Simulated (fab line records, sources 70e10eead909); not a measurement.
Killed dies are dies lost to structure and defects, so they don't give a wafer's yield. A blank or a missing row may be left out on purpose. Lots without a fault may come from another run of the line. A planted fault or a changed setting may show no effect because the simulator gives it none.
Chamber matching | flow nand_harc | NHARC_P_M1_DEP_33 on pecvd-03: 3 sister chambers
The step deposits SiCN, target thk 30 nm. 6 wafers are shown with their chamber, then 10 later ones without.

WAFERS WITH THEIR CHAMBER
wafer  | chamber | heater_power_w (W)
L082.2 | 2       | 532
L088.1 | 0       | 537
L088.5 | 0       | 553
L088.6 | 1       | 502
L091.1 | 2       | 629
L091.2 | 1       | 465

WAFERS WITHOUT THEIR CHAMBER
wafer  | heater_power_w (W)
L091.5 | 521
L093.1 | 462
L093.3 | 653
L093.5 | 453
L094.3 | 583
L094.4 | 452
L094.5 | 592
L096.1 | 600
L096.2 | 446
L096.3 | 657

WHICH CHAMBER EACH WENT THROUGH
wafer  | from the rows above          | in truth
L091.5 | can't be placed: 0 or 1 or 2 | 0
L093.1 | can't be placed: 1 or 0      | 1
L093.3 | can't be placed: 2 or 0      | 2
L093.5 | can't be placed: 1 or 0      | 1
L094.3 | can't be placed: 2 or 0      | 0
L094.4 | can't be placed: 1 or 0      | 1
L094.5 | can't be placed: 2 or 0      | 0
L096.1 | can't be placed: 2 or 0      | 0
L096.2 | can't be placed: 1 or 0      | 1
L096.3 | can't be placed: 2 or 0      | 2
Placed correctly: 0 of 10. Can't be placed from these rows: 10 (the true chamber is among the candidates in 10). Placed wrongly: 0.
How it was worked out, from the rows above alone: a wafer's distance from a chamber is the root of the sum, over the readings, of the square of ((its reading less the chamber's mean) divided by the reading's scatter). The wafer belongs to the nearest chamber; if the next one is less than 2 further off, it can't be placed. A chamber's mean is the mean of its shown wafers. The scatter: the root of (the sum of the squares of (reading less its chamber's mean) over the shown wafers, divided by (wafers less chambers)).
